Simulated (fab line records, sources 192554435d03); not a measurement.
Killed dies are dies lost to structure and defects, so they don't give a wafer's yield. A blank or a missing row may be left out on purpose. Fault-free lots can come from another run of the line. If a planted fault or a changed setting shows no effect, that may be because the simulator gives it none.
The tool behind it: which one? / flow n5_finfet / Sampling: 9 lots, 27 wafers, 5 of 1938 route steps

== WHAT THE GAUGES READ, wafer by wafer ==
N5_SD_EPI_P_CD_MEAS_09: the cd target is 240 nm.
lot=L266; measured=day 3 19:15; on=cd_sem-03; cd_nm (nm)=239.7 239.2 240.2
lot=L268; measured=day 4 04:14; on=cd_sem-03; cd_nm (nm)=240.4 240.4 240.6
lot=L269; measured=day 4 12:44; on=cd_sem-01; cd_nm (nm)=239.7 240.7 239.4
lot=L270; measured=day 4 17:49; on=cd_sem-01; cd_nm (nm)=242.2 240.5 242.1
lot=L272; measured=day 5 08:04; on=cd_sem-03; cd_nm (nm)=242.3 242.5 240.1
lot=L273; measured=day 5 12:47; on=cd_sem-03; cd_nm (nm)=241.1 241.3 240.3
lot=L275; measured=day 6 00:26; on=cd_sem-03; cd_nm (nm)=240.2 239.8 240.5
lot=L279; measured=day 7 03:39; on=cd_sem-01; cd_nm (nm)=241.2 240.6 240.3
lot=L286; measured=day 10 03:59; on=cd_sem-02; cd_nm (nm)=240.6 240.2 239.5

== WHAT TOOL EACH LOT RAN ON (gives the tool, then ch and the chambers of the sampled wafers, and finally the start) ==
lot=L266; N5_SD_EPI_N_ETCHBACK_44=rie_diel-04 ch 0,2,3, day 3 15:19; N5_SD_EPI_N_ETCH_45=rie_diel-04 ch 0,2,3, day 3 15:25; N5_SD_EPI_N_STRIP_38=plasma_asher-02 ch 0,1, day 3 15:41; N5_SD_EPI_P_DEVELOP_08=litho_track-01 ch 0, day 3 19:11
lot=L268; N5_SD_EPI_N_ETCHBACK_44=rie_diel-01 ch 0,2, day 4 00:18; N5_SD_EPI_N_ETCH_45=rie_diel-01 ch 0,2, day 4 00:24; N5_SD_EPI_N_STRIP_38=plasma_asher-01 ch 0,1, day 4 00:40; N5_SD_EPI_P_DEVELOP_08=litho_track-01 ch 0, day 4 04:10
lot=L269; N5_SD_EPI_N_ETCHBACK_44=rie_diel-01 ch 1,2, day 4 08:33; N5_SD_EPI_N_ETCH_45=rie_diel-01 ch 1,2, day 4 08:39; N5_SD_EPI_N_STRIP_38=plasma_asher-01 ch 0,1, day 4 08:56; N5_SD_EPI_P_DEVELOP_08=litho_track-01 ch 0, day 4 12:41
lot=L270; N5_SD_EPI_N_ETCHBACK_44=rie_diel-06 ch 1,2,3, day 4 13:37; N5_SD_EPI_N_ETCH_45=rie_diel-06 ch 1,2,3, day 4 13:43; N5_SD_EPI_N_STRIP_38=plasma_asher-02 ch 0,1, day 4 14:01; N5_SD_EPI_P_DEVELOP_08=litho_track-01 ch 0, day 4 17:45
lot=L272; N5_SD_EPI_N_ETCHBACK_44=rie_diel-01 ch 0,2,3, day 5 04:16; N5_SD_EPI_N_ETCH_45=rie_diel-01 ch 0,2,3, day 5 04:22; N5_SD_EPI_N_STRIP_38=plasma_asher-01 ch 0,1, day 5 04:38; N5_SD_EPI_P_DEVELOP_08=litho_track-01 ch 0, day 5 08:01
lot=L273; N5_SD_EPI_N_ETCHBACK_44=rie_diel-06 ch 0,1,3, day 5 08:52; N5_SD_EPI_N_ETCH_45=rie_diel-06 ch 0,1,3, day 5 08:58; N5_SD_EPI_N_STRIP_38=plasma_asher-02 ch 0, day 5 09:14; N5_SD_EPI_P_DEVELOP_08=litho_track-04 ch 0, day 5 12:44
lot=L275; N5_SD_EPI_N_ETCHBACK_44=rie_diel-06 ch 1,2, day 5 20:29; N5_SD_EPI_N_ETCH_45=rie_diel-06 ch 1,2, day 5 20:35; N5_SD_EPI_N_STRIP_38=plasma_asher-01 ch 0,1, day 5 20:51; N5_SD_EPI_P_DEVELOP_08=litho_track-04 ch 0, day 6 00:23
lot=L279; N5_SD_EPI_N_ETCHBACK_44=rie_diel-01 ch 1,2, day 6 23:45; N5_SD_EPI_N_ETCH_45=rie_diel-01 ch 1,2, day 6 23:51; N5_SD_EPI_N_STRIP_38=plasma_asher-01 ch 0,1, day 7 00:07; N5_SD_EPI_P_DEVELOP_08=litho_track-04 ch 0, day 7 03:35
lot=L286; N5_SD_EPI_N_ETCHBACK_44=rie_diel-01 ch 0,1,3, day 10 00:01; N5_SD_EPI_N_ETCH_45=rie_diel-01 ch 0,1,3, day 10 00:07; N5_SD_EPI_N_STRIP_38=plasma_asher-02 ch 0,1, day 10 00:24; N5_SD_EPI_P_DEVELOP_08=litho_track-05 ch 0, day 10 03:56
- N5_SD_EPI_N_ETCHBACK_44: etches SiNx in CH3F/O2, stops on SiO2, target depth 14.5 nm.
- N5_SD_EPI_N_ETCH_45: etches SiOCN in CH3F/O2, target depth 6 nm.
- N5_SD_EPI_N_STRIP_38: strips in N2/H2.
- N5_SD_EPI_P_DEVELOP_08: develop time 30 s.

== THE ANSWER, worked out from the rows above alone ==
Rule: usual is defined by the lots themselves. The widest of any qualifying gaps counts: lots, ordered by their means at a reading, are off when they make up no more than a third of the lots, leave a main group of 4 or more, and stand apart from it by 3 or more times the standard deviation of that group's means. A main group whose means are all the same, to the digits that the tables above print for the reading, isn't used. A lot without any number at a reading at which 4 lots or more have one is off too. All remaining lots with rows at the step are treated as sound.
None of the lots is off at any reading shown; this tells nothing.

== WHAT THE SIMULATOR HAD PUT IN ==
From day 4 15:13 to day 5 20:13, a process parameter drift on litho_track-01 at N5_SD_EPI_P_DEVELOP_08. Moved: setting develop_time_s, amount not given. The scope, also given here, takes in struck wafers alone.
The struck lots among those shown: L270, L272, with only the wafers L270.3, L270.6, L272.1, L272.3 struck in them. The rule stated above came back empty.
